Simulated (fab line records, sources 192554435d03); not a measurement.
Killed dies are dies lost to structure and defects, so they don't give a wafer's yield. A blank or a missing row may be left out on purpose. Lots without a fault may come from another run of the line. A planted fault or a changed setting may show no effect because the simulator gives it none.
Chamber matching | flow n5_finfet | N5_FIN_SAQP_HM_DEP_03 on pecvd-04: 3 sister chambers
The step deposits SiNx from SiH4/NH3/N2, target thk 38 nm, time 33.6 s. 3 wafers are shown with their chamber, then 12 later ones without.

WAFERS WITH THEIR CHAMBER
wafer  | chamber | showerhead_plenum_p_Torr (Torr)
L089.4 | 0       | 5.30
L089.5 | 2       | 5.25
L089.6 | 1       | 5.03

WAFERS WITHOUT THEIR CHAMBER
wafer  | showerhead_plenum_p_Torr (Torr)
L090.2 | 5.25
L090.3 | 5.02
L090.4 | 5.30
L091.3 | 5.24
L091.5 | 5.29
L091.6 | 5.02
L093.1 | 5.24
L093.4 | 5.30
L093.5 | 5.24
L097.1 | 5.24
L097.2 | 5.03
L097.3 | 5.30

WHICH CHAMBER EACH WENT THROUGH
wafer  | from the rows above | in truth
L090.2 | 2                   | 2
L090.3 | 1                   | 1
L090.4 | 0                   | 0
L091.3 | 2                   | 2
L091.5 | 0                   | 0
L091.6 | 1                   | 1
L093.1 | 2                   | 2
L093.4 | 0                   | 0
L093.5 | 2                   | 2
L097.1 | 2                   | 2
L097.2 | 1                   | 1
L097.3 | 0                   | 0
Placed correctly: 12 of 12. Can't be placed from these rows: 0. Placed wrongly: 0.
How it was worked out, from the rows above alone: a wafer's distance from a chamber is the root of the sum, over the readings, of the square of ((its reading less the chamber's mean) divided by the reading's scatter). The wafer belongs to the nearest chamber; if the next one is less than 2 further off, it can't be placed. A chamber's mean is the mean of its shown wafers. The scatter: with one shown wafer a chamber, the root of the mean of the squares of how far each hidden wafer lies from its nearest shown one.
